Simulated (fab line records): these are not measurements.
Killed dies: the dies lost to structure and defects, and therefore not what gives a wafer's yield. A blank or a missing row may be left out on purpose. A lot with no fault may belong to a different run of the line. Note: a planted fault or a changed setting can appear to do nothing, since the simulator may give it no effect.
Which tool was responsible?	flow nand-harc	24 lots, 72 wafers sampled, at 6 steps of a route of 1302

== WHAT THE GAUGES SHOWED, per wafer ==
The record lacks any reading of a measuring or inspecting step that a usual standard deviation could be used to judge.

== WHAT TOOL EACH LOT RAN ON (gives the tool, then ch and the chambers of the sampled wafers, and finally the start) ==
lot	NHARC_P_M0_ETCH_34	NHARC_P_M0_PVD_20	NHARC_P_M0_DEP_32	NHARC_P_M1_PVD_20	NHARC_P_M2_STRIP_18	NHARC_P_M2_PVD_20
L074	rie-diel-04 ch 0,2,3, day 5 21:32	pvd-sputter-03, day 6 00:03 or earlier	pecvd-01 ch 0,1,2, day 6 00:03	pvd-sputter-02, day 6 06:16 or earlier	rie-diel-13 ch 0,1,3, day 6 06:16	pvd-sputter-02, no start
L075	rie-diel-04 ch 1,2, day 6 12:45	pvd-sputter-03, day 6 15:20 or earlier	pecvd-02 ch 0,2, day 6 15:20	pvd-sputter-03, day 6 21:31 or earlier	rie-diel-13 ch 2,3, day 6 21:31	pvd-sputter-01, no start
L076	rie-diel-04 ch 0,1, day 6 16:46	pvd-sputter-01, day 6 19:35 or earlier	pecvd-04 ch 0,2, day 6 19:35	pvd-sputter-02, day 7 01:20 or earlier	rie-diel-11 ch 1,3, day 7 01:20	pvd-sputter-01, no start
L077	rie-diel-01 ch 1,3, day 7 07:01	pvd-sputter-02, day 7 09:37 or earlier	pecvd-02 ch 0,2, day 7 09:37	pvd-sputter-03, day 7 15:56 or earlier	rie-diel-11 ch 1,3, day 7 15:56	pvd-sputter-02, no start
L078	rie-diel-06 ch 1,2,3, day 7 16:25	pvd-sputter-01, day 7 18:58 or earlier	pecvd-02 ch 0,1,2, day 7 18:58	pvd-sputter-03, day 8 01:21 or earlier	rie-diel-11 ch 1,2,3, day 8 01:21	pvd-sputter-02, no start
L079	rie-diel-06 ch 0,1,3, day 8 10:43	pvd-sputter-02, day 8 13:17 or earlier	pecvd-04 ch 2, day 8 13:17	pvd-sputter-02, day 8 19:27 or earlier	rie-diel-11 ch 1,2,3, day 8 19:27	pvd-sputter-02, no start
L080	rie-diel-06 ch 0,2,3, day 8 14:05	pvd-sputter-02, day 8 16:37 or earlier	pecvd-02 ch 1,2, day 8 16:37	pvd-sputter-01, day 8 22:25 or earlier	rie-diel-07 ch 0,1, day 8 22:25	pvd-sputter-03, no start
L081	rie-diel-01 ch 1,2,3, day 9 08:02	pvd-sputter-02, day 9 10:35 or earlier	pecvd-01 ch 1,2, day 9 10:35	pvd-sputter-03, day 9 16:18 or earlier	rie-diel-13 ch 0,1,3, day 9 16:18	pvd-sputter-02, no start
L082	rie-diel-04 ch 1,2, day 9 08:35	pvd-sputter-03, day 9 11:13 or earlier	pecvd-04 ch 2, day 9 11:13	pvd-sputter-03, day 9 17:28 or earlier	rie-diel-13 ch 2,3, day 9 17:28	pvd-sputter-03, no start
L083	rie-diel-04 ch 0,2,3, day 9 14:33	pvd-sputter-02, day 9 17:07 or earlier	pecvd-04 ch 1,2, day 9 17:07	pvd-sputter-02, day 9 23:08 or earlier	rie-diel-07 ch 0,2,3, day 9 23:08	pvd-sputter-03, no start
L084	rie-diel-04 ch 0,1,3, day 10 09:24	pvd-sputter-02, day 10 12:08 or earlier	pecvd-04 ch 1,2, day 10 12:08	pvd-sputter-03, day 10 18:17 or earlier	rie-diel-07 ch 0,2, day 10 18:17	pvd-sputter-03, no start
L085	rie-diel-06 ch 1,2, day 10 14:04	pvd-sputter-03, day 10 17:00 or earlier	pecvd-01 ch 0,1, day 10 17:00	pvd-sputter-02, day 11 00:21 or earlier	rie-diel-07 ch 0,1,3, day 11 00:21	pvd-sputter-01, no start
L086	rie-diel-04 ch 0,2,3, day 10 21:32	pvd-sputter-01, day 11 00:43 or earlier	pecvd-02 ch 0,2, day 11 00:43	pvd-sputter-03, day 11 07:02 or earlier	rie-diel-11 ch 1,3, day 11 07:02	pvd-sputter-03, no start
L087	rie-diel-04 ch 2,3, day 12 02:27	pvd-sputter-02, day 12 05:13 or earlier	pecvd-04 ch 1,2, day 12 05:13	pvd-sputter-03, day 12 11:10 or earlier	rie-diel-07 ch 0,1,2, day 12 11:10	pvd-sputter-03, no start
L089	rie-diel-06 ch 1,2, day 12 03:47	pvd-sputter-01, day 12 06:22 or earlier	pecvd-02 ch 0,1, day 12 06:22	pvd-sputter-01, day 12 12:10 or earlier	rie-diel-11 ch 2,3, day 12 12:10	pvd-sputter-02, no start
L088	rie-diel-04 ch 2,3, day 12 04:59	pvd-sputter-02, day 12 07:31 or earlier	pecvd-01 ch 1,2, day 12 07:31	pvd-sputter-02, day 12 13:56 or earlier	rie-diel-07 ch 1,2,3, day 12 13:56	pvd-sputter-03, no start
L090	rie-diel-04 ch 1,2,3, day 13 00:25	pvd-sputter-03, day 13 02:58 or earlier	pecvd-04 ch 0,1,2, day 13 02:58	pvd-sputter-03, day 13 08:51 or earlier	rie-diel-13 ch 0,1,2, day 13 08:51	pvd-sputter-03, no start
L091	rie-diel-06 ch 0,3, day 13 02:26	pvd-sputter-01, day 13 04:59 or earlier	pecvd-02 ch 0,1,2, day 13 04:59	pvd-sputter-03, day 13 11:05 or earlier	rie-diel-11 ch 0,2,3, day 13 11:05	pvd-sputter-02, no start
L092	rie-diel-04 ch 2,3, day 13 18:18	pvd-sputter-01, day 13 20:54 or earlier	pecvd-01 ch 1,2, day 13 20:54	pvd-sputter-03, day 14 03:01 or earlier	rie-diel-07 ch 2,3, day 14 03:01	pvd-sputter-01, no start
L093	rie-diel-04 ch 0,2,3, day 13 23:15	pvd-sputter-02, day 14 01:47 or earlier	pecvd-04 ch 0,1,2, day 14 01:47	pvd-sputter-03, day 14 07:37 or earlier	rie-diel-07 ch 0,2,3, day 14 07:37	pvd-sputter-03, no start
L094	rie-diel-06 ch 1,2,3, day 14 09:25	pvd-sputter-02, day 14 12:06 or earlier	pecvd-02 ch 0,2, day 14 12:06	pvd-sputter-01, day 14 17:55 or earlier	rie-diel-13 ch 0,1, day 14 17:55	pvd-sputter-03, no start
L095	rie-diel-01 ch 0,2,3, day 14 18:31	pvd-sputter-02, day 14 21:07 or earlier	pecvd-04 ch 0, day 14 21:07	pvd-sputter-02, day 15 03:14 or earlier	rie-diel-11 ch 0,2, day 15 03:14	pvd-sputter-02, no start
L096	rie-diel-04 ch 0,1, day 15 04:17	pvd-sputter-01, day 15 07:02 or earlier	pecvd-04 ch 0,1, day 15 07:02	pvd-sputter-01, day 15 13:02 or earlier	rie-diel-07 ch 1,3, day 15 13:02	pvd-sputter-01, no start
L097	rie-diel-06 ch 1,2,3, day 15 16:34	pvd-sputter-02, day 15 19:07 or earlier	pecvd-02 ch 0,1,2, day 15 19:07	pvd-sputter-02, day 16 00:58 or earlier	rie-diel-11 ch 2,3, day 16 00:58	pvd-sputter-03, no start
- NHARC_P_M0_ETCH_34: etches the open film in N2/H2, target depth 40 nm, overetch 12 nm, time 43.94 s.
- NHARC_P_M0_PVD_20: deposits TaN, target thk 5 nm, time 8.06 s.
- NHARC_P_M0_DEP_32: deposits SiCN, target thk 30 nm.
- NHARC_P_M1_PVD_20: deposits TaN, target thk 5 nm, time 8.06 s.
- NHARC_P_M2_STRIP_18: strips in N2/H2.
- NHARC_P_M2_PVD_20: deposits TaN, target thk 5 nm, time 8.06 s.

== WHAT THE TOOLS THEMSELVES READ (means of the sampled wafers that have a number; where no wafer has one, the mark that the record gives instead) ==
NHARC_P_M0_ETCH_34.
lot	tool	chamber-pressure-mTorr (mTorr)	drypump-motor-current-A (A)	h2-flow-sccm (sccm)	oes-product-au (a.u.)	rf-vpp-V (V)	showerhead-plenum-p-Torr (Torr)	throttle-valve-pct (%)
L074	rie-diel-04	30.008	6.0	150.0	1.002	430.1	2.01	14.175
L075	rie-diel-04	30.024	5.9	150.6	1.005	427.8	1.94	14.166
L076	rie-diel-04	30.009	6.2	150.3	1.010	430.2	2.04	14.172
L077	rie-diel-01	29.972	5.5	150.0	0.998	429.5	2.00	14.168
L078	rie-diel-06	30.027	5.7	149.9	1.010	430.2	2.03	14.165
L079	rie-diel-06	30.009	5.9	149.9	0.989	431.5	2.06	14.158
L080	rie-diel-06	30.019	5.7	149.8	1.008	430.3	2.04	14.173
L081	rie-diel-01	29.970	5.7	149.8	1.000	431.4	2.03	14.173
L082	rie-diel-04	30.032	5.9	149.8	1.010	428.0	1.96	14.169
L083	rie-diel-04	29.995	6.0	150.0	1.013	429.7	2.01	14.174
L084	rie-diel-04	29.962	6.1	150.0	1.007	430.3	2.03	14.173
L085	rie-diel-06	29.995	5.3	150.1	1.002	432.2	2.08	14.165
L086	rie-diel-04	30.007	6.0	149.9	1.005	430.1	2.00	14.174
L087	rie-diel-04	29.991	5.7	149.7	1.006	427.2	1.94	14.170
L089	rie-diel-06	29.994	5.3	149.8	1.008	432.6	2.08	14.163
L088	rie-diel-04	30.013	5.7	149.7	1.007	428.0	1.94	14.178
L090	rie-diel-04	29.996	5.8	150.2	0.994	428.3	1.95	14.176
L091	rie-diel-06	29.986	5.9	150.1	0.998	432.1	2.06	14.168
L092	rie-diel-04	30.023	5.8	149.9	1.001	427.0	1.92	14.177
L093	rie-diel-04	29.984	6.0	149.5	0.996	429.8	2.00	14.172
L094	rie-diel-06	29.994	5.7	150.0	0.998	429.7	2.01	14.171
L095	rie-diel-01	29.980	5.4	150.1	0.988	429.1	2.01	14.168
L096	rie-diel-04	29.973	6.4	150.2	1.000	431.5	2.09	14.173
L097	rie-diel-06	30.009	5.7	150.1	0.996	429.1	2.01	14.166

NHARC_P_M0_PVD_20.
lot	tool	bias-v (V)	throttle-valve-pct (%)
L074	pvd-sputter-03	167.5	30.3
L075	pvd-sputter-03	169.0	29.3
L076	pvd-sputter-01	168.0	29.3
L077	pvd-sputter-02	169.4	29.2
L078	pvd-sputter-01	169.6	29.7
L079	pvd-sputter-02	168.3	29.1
L080	pvd-sputter-02	168.0	29.7
L081	pvd-sputter-02	168.7	29.3
L082	pvd-sputter-03	169.4	30.2
L083	pvd-sputter-02	168.4	29.1
L084	pvd-sputter-02	168.8	29.7
L085	pvd-sputter-03	167.5	28.9
L086	pvd-sputter-01	167.7	30.0
L087	pvd-sputter-02	169.8	29.1
L089	pvd-sputter-01	168.8	29.8
L088	pvd-sputter-02	169.0	29.4
L090	pvd-sputter-03	169.3	29.8
L091	pvd-sputter-01	170.4	30.3
L092	pvd-sputter-01	169.3	29.8
L093	pvd-sputter-02	169.8	30.3
L094	pvd-sputter-02	167.8	30.4
L095	pvd-sputter-02	167.6	30.5
L096	pvd-sputter-01	168.4	29.8
L097	pvd-sputter-02	169.2	30.4

NHARC_P_M0_DEP_32.
lot	tool	heater-power-w (W)
L074	pecvd-01	575
L075	pecvd-02	554
L076	pecvd-04	605
L077	pecvd-02	590
L078	pecvd-02	621
L079	pecvd-04	537
L080	pecvd-02	563
L081	pecvd-01	679
L082	pecvd-04	535
L083	pecvd-04	643
L084	pecvd-04	670
L085	pecvd-01	558
L086	pecvd-02	487
L087	pecvd-04	652
L089	pecvd-02	633
L088	pecvd-01	623
L090	pecvd-04	608
L091	pecvd-02	613
L092	pecvd-01	665
L093	pecvd-04	583
L094	pecvd-02	571
L095	pecvd-04	618
L096	pecvd-04	672
L097	pecvd-02	601

NHARC_P_M1_PVD_20.
lot	tool	bias-v (V)	throttle-valve-pct (%)
L074	pvd-sputter-02	168.0	29.1
L075	pvd-sputter-03	168.4	30.0
L076	pvd-sputter-02	169.0	28.8
L077	pvd-sputter-03	165.5	30.4
L078	pvd-sputter-03	168.6	29.6
L079	pvd-sputter-02	167.8	29.1
L080	pvd-sputter-01	169.4	29.8
L081	pvd-sputter-03	167.7	29.7
L082	pvd-sputter-03	167.6	29.4
L083	pvd-sputter-02	168.2	30.0
L084	pvd-sputter-03	167.8	29.6
L085	pvd-sputter-02	168.0	29.6
L086	pvd-sputter-03	169.7	30.1
L087	pvd-sputter-03	169.1	29.7
L089	pvd-sputter-01	166.1	30.3
L088	pvd-sputter-02	169.4	29.0
L090	pvd-sputter-03	166.6	29.8
L091	pvd-sputter-03	168.5	30.2
L092	pvd-sputter-03	168.1	30.0
L093	pvd-sputter-03	168.2	29.4
L094	pvd-sputter-01	167.1	29.4
L095	pvd-sputter-02	166.7	30.4
L096	pvd-sputter-01	170.2	29.2
L097	pvd-sputter-02	167.6	30.4

NHARC_P_M2_STRIP_18.
lot	tool	chamber-pressure-mTorr (mTorr)	drypump-motor-current-A (A)	h2-flow-sccm (sccm)	oes-product-au (a.u.)	power-w (W)	rf-vpp-V (V)	showerhead-plenum-p-Torr (Torr)	throttle-valve-pct (%)
L074	rie-diel-13	30.024	5.9	150.1	1.005	999.1	89.8	2.00	14.169
L075	rie-diel-13	30.004	5.7	149.8	1.012	1004.2	90.4	1.91	14.170
L076	rie-diel-11	29.990	5.8	149.9	0.999	998.7	91.4	2.08	14.176
L077	rie-diel-11	29.981	6.1	150.5	0.999	1001.5	90.1	2.06	14.175
L078	rie-diel-11	29.983	5.9	150.1	1.003	1001.9	90.4	2.08	14.166
L079	rie-diel-11	29.995	6.0	150.4	1.005	999.4	91.1	2.07	14.165
L080	rie-diel-07	30.025	6.5	150.3	0.976	999.7	90.7	2.01	14.170
L081	rie-diel-13	30.039	5.9	150.3	0.993	1000.8	89.6	2.00	14.165
L082	rie-diel-13	30.016	5.7	150.0	0.990	1001.0	90.1	1.91	14.166
L083	rie-diel-07	30.013	6.3	149.9	0.994	997.9	90.8	2.01	14.171
L084	rie-diel-07	29.975	6.2	150.2	0.995	1001.7	90.1	1.94	14.185
L085	rie-diel-07	30.009	6.2	150.7	0.992	999.5	91.0	2.03	14.170
L086	rie-diel-11	29.976	6.1	150.3	0.998	999.9	90.9	2.06	14.179
L087	rie-diel-07	29.986	6.2	150.1	0.989	999.7	90.1	1.96	14.177
L089	rie-diel-11	29.996	5.8	150.1	0.990	1001.2	90.6	2.09	14.171
L088	rie-diel-07	30.008	6.0	150.3	0.999	998.5	90.5	1.98	14.176
L090	rie-diel-13	29.986	5.6	149.8	1.005	1000.4	90.3	1.99	14.167
L091	rie-diel-11	30.002	5.6	150.3	0.996	1000.2	90.4	2.05	14.176
L092	rie-diel-07	30.008	6.0	150.0	1.002	1000.6	90.3	2.03	14.163
L093	rie-diel-07	29.988	6.3	150.2	0.996	997.7	90.7	2.01	14.165
L094	rie-diel-13	30.009	5.8	150.0	1.008	1000.6	90.6	2.07	14.185
L095	rie-diel-11	30.004	5.5	149.8	1.000	998.2	90.0	2.01	14.183
L096	rie-diel-07	30.011	5.9	150.3	0.998	1000.6	90.9	2.00	14.168
L097	rie-diel-11	29.998	5.9	150.3	0.986	1000.2	91.3	2.08	14.168

NHARC_P_M2_PVD_20.
lot	tool	bias-v (V)	throttle-valve-pct (%)
L074	pvd-sputter-02	168.0	29.5
L075	pvd-sputter-01	168.4	30.1
L076	pvd-sputter-01	166.9	29.7
L077	pvd-sputter-02	168.4	29.0
L078	pvd-sputter-02	169.3	30.1
L079	pvd-sputter-02	168.7	29.7
L080	pvd-sputter-03	170.7	29.3
L081	pvd-sputter-02	169.9	29.0
L082	pvd-sputter-03	166.9	29.7
L083	pvd-sputter-03	169.4	29.8
L084	pvd-sputter-03	169.9	29.1
L085	pvd-sputter-01	169.7	29.6
L086	pvd-sputter-03	168.1	29.9
L087	pvd-sputter-03	171.1	29.2
L089	pvd-sputter-02	166.8	30.1
L088	pvd-sputter-03	170.8	30.0
L090	pvd-sputter-03	170.5	29.1
L091	pvd-sputter-02	168.3	30.5
L092	pvd-sputter-01	167.4	29.7
L093	pvd-sputter-03	168.3	30.0
L094	pvd-sputter-03	167.9	30.0
L095	pvd-sputter-02	167.5	29.6
L096	pvd-sputter-01	169.3	29.4
L097	pvd-sputter-03	168.2	29.7

== THE ANSWER, worked out from the rows above alone ==
Rule: the usual values come from the lots themselves. Put in order of their means at a reading, lots are off if they are a third of the lots or fewer, leave a main group of 4 or more, and stand apart from it by a gap of 3 or more times the standard deviation of the main group's means; of several such gaps the widest counts. If all means in a main group match to the digits the tables above print for the reading, that group is not used. A lot without any number at a reading at which 4 lots or more have one is off too. All remaining lots with rows at the step are treated as sound. After the gauges, taken in route order, come the tools' own readings; for these a lot's mean is taken, as printed above. At the first step where some lot is off, the reading lying furthest off is the one used; lots without a number count as furthest.
Nothing can be told from this: no lot is off at any reading shown.

== WHAT HAD BEEN PUT IN BY THE SIMULATOR ==
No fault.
